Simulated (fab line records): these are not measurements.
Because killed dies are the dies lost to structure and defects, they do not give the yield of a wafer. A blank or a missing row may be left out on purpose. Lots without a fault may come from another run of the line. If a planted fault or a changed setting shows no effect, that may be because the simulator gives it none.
What tool caused it? | flow nand-harc | 24 lots, 72 wafers sampled, at 3 steps of a route of 1302

WHAT EACH GAUGE READ, for each wafer
NHARC_A_ONON_D1_INSPECT_32.
lot  | measured     | on                | raw-defect-count
L075 | day 8 13:55  | defect-inspect-02 | 61 61 50
L074 | day 8 13:55  | defect-inspect-01 | 76 53 92
L076 | day 9 01:32  | defect-inspect-02 | 127 56 79
L077 | day 9 15:21  | defect-inspect-02 | 62 65 73
L078 | day 10 00:59 | defect-inspect-01 | 31 76 66
L079 | day 10 19:02 | defect-inspect-01 | 87 60 75
L080 | day 11 01:16 | defect-inspect-01 | 67 78 68
L081 | day 11 08:50 | defect-inspect-02 | 87 80 86
L082 | day 11 22:14 | defect-inspect-02 | 98 99 108
L083 | day 11 22:14 | defect-inspect-01 | 52 60 29
L084 | day 12 12:34 | defect-inspect-01 | 89 98 53
L085 | day 12 23:34 | defect-inspect-01 | 53 51 74
L086 | day 13 09:18 | defect-inspect-01 | 88 48 33
L087 | day 13 09:18 | defect-inspect-02 | 68 40 48
L088 | day 14 11:00 | defect-inspect-02 | 57 66 58
L089 | day 14 10:58 | defect-inspect-01 | 91 59 46
L090 | day 15 07:44 | defect-inspect-01 | 87 71 152
L091 | day 15 12:17 | defect-inspect-02 | 80 114 77
L092 | day 15 20:15 | defect-inspect-02 | 49 46 41
L093 | day 16 06:08 | defect-inspect-01 | 65 75 117
L094 | day 16 22:28 | defect-inspect-02 | 55 60 97
L095 | day 16 22:25 | defect-inspect-02 | 102 76 80
L096 | day 17 11:55 | defect-inspect-01 | 95 120 107
L097 | day 17 15:50 | defect-inspect-02 | 77 45 44

NHARC_A_CHANNEL_HOLE_D1_INSPECT_12.
lot  | measured     | on                | raw-defect-count
L075 | day 8 17:36  | defect-inspect-02 | 4 3 2
L074 | day 8 16:46  | defect-inspect-01 | 7 1 2
L076 | day 9 10:37  | defect-inspect-02 | 14 5 7
L077 | day 9 18:59  | defect-inspect-01 | 3 4 6
L078 | day 10 04:28 | defect-inspect-01 | 1 7 4
L079 | day 10 22:25 | defect-inspect-02 | 10 3 1
L080 | day 11 04:07 | defect-inspect-02 | 8 2 3
L081 | day 11 11:46 | defect-inspect-01 | 12 3 7
L082 | day 12 03:39 | defect-inspect-02 | 12 10 8
L083 | day 12 01:44 | defect-inspect-02 | 3 2 5
L084 | day 12 17:06 | defect-inspect-01 | 3 3 6
L085 | day 13 02:25 | defect-inspect-02 | 3 2 5
L086 | day 13 16:08 | defect-inspect-02 | 8 3 5
L087 | day 13 14:32 | defect-inspect-01 | 1 4 5
L088 | day 14 14:22 | defect-inspect-01 | 6 10 6
L089 | day 14 13:49 | defect-inspect-01 | 6 4 3
L090 | day 15 10:28 | defect-inspect-01 | 8 6 10
L091 | day 15 15:47 | defect-inspect-01 | 10 6 6
L092 | day 16 01:26 | defect-inspect-01 | 1 0 5
L093 | day 16 08:59 | defect-inspect-02 | 6 6 9
L094 | day 17 02:52 | defect-inspect-02 | 7 5 2
L095 | day 17 01:19 | defect-inspect-02 | 5 8 5
L096 | day 17 15:08 | defect-inspect-01 | 11 8 5
L097 | day 17 18:46 | defect-inspect-01 | 7 7 3

TOOL THAT RAN EACH LOT (tool first, then ch and the chambers of the sampled wafers, then the start)
lot  | NHARC_P_BONDPAD_DEGAS_25
L075 | pvd-sputter-02, day 6 20:29
L074 | pvd-sputter-02, day 6 21:47
L076 | pvd-sputter-03, day 7 11:04
L077 | pvd-sputter-02, day 8 00:29
L078 | pvd-sputter-01, day 8 09:47
L079 | pvd-sputter-01, day 8 20:26
L080 | pvd-sputter-02, day 9 09:17
L081 | pvd-sputter-01, day 9 17:55
L082 | pvd-sputter-01, day 10 03:44
L083 | pvd-sputter-01, day 10 08:31
L084 | pvd-sputter-03, day 10 17:38
L085 | pvd-sputter-02, day 11 07:53
L086 | pvd-sputter-01, day 11 18:53
L087 | pvd-sputter-02, day 11 22:14
L088 | pvd-sputter-01, day 12 21:41
L089 | pvd-sputter-03, day 12 22:47
L090 | pvd-sputter-01, day 13 14:05
L091 | pvd-sputter-03, day 13 22:03
L092 | pvd-sputter-03, day 14 03:30
L093 | pvd-sputter-03, day 14 15:42
L094 | pvd-sputter-01, day 15 07:17
L095 | pvd-sputter-03, day 15 07:37
L096 | pvd-sputter-01, day 15 16:33
L097 | pvd-sputter-02, day 16 01:28
- NHARC_P_BONDPAD_DEGAS_25: time 60 s.

WHAT THE TOOLS THEMSELVES READ (means of the sampled wafers that have a number; where no wafer has one, the mark that the record gives instead)
NHARC_P_BONDPAD_DEGAS_25.
lot  | tool           | heater-power-w (W)
L075 | pvd-sputter-02 | 467
L074 | pvd-sputter-02 | 463
L076 | pvd-sputter-03 | 487
L077 | pvd-sputter-02 | 443
L078 | pvd-sputter-01 | 428
L079 | pvd-sputter-01 | 438
L080 | pvd-sputter-02 | 455
L081 | pvd-sputter-01 | 464
L082 | pvd-sputter-01 | 430
L083 | pvd-sputter-01 | 465
L084 | pvd-sputter-03 | 499
L085 | pvd-sputter-02 | 442
L086 | pvd-sputter-01 | 441
L087 | pvd-sputter-02 | 443
L088 | pvd-sputter-01 | 400
L089 | pvd-sputter-03 | 519
L090 | pvd-sputter-01 | 451
L091 | pvd-sputter-03 | 456
L092 | pvd-sputter-03 | 489
L093 | pvd-sputter-03 | 491
L094 | pvd-sputter-01 | 406
L095 | pvd-sputter-03 | 485
L096 | pvd-sputter-01 | 465
L097 | pvd-sputter-02 | 417

THE ANSWER, worked out from the rows above alone
Rule: usual is defined by the lots themselves. Put in order of their means at a reading, lots are off if they are a third of the lots or fewer, leave a main group of 4 or more, and stand apart from it by a gap of 3 or more times the standard deviation of the main group's means; of several such gaps the widest counts. A main group is skipped when, at the precision printed for the reading in the tables above, its means are all equal. Also off: a lot with no number at a reading for which 4 or more lots have one. Where the step has rows for the other lots, those lots are counted as sound. The gauges are gone through in route order, then the tools' own readings, and for those a lot's mean is taken as printed above. At the first step where some lot is off, the reading lying furthest off is the one used; lots without a number count as furthest.
No lot is off on any of the readings shown, so nothing can be concluded from this.

WHAT THE SIMULATOR PUT IN
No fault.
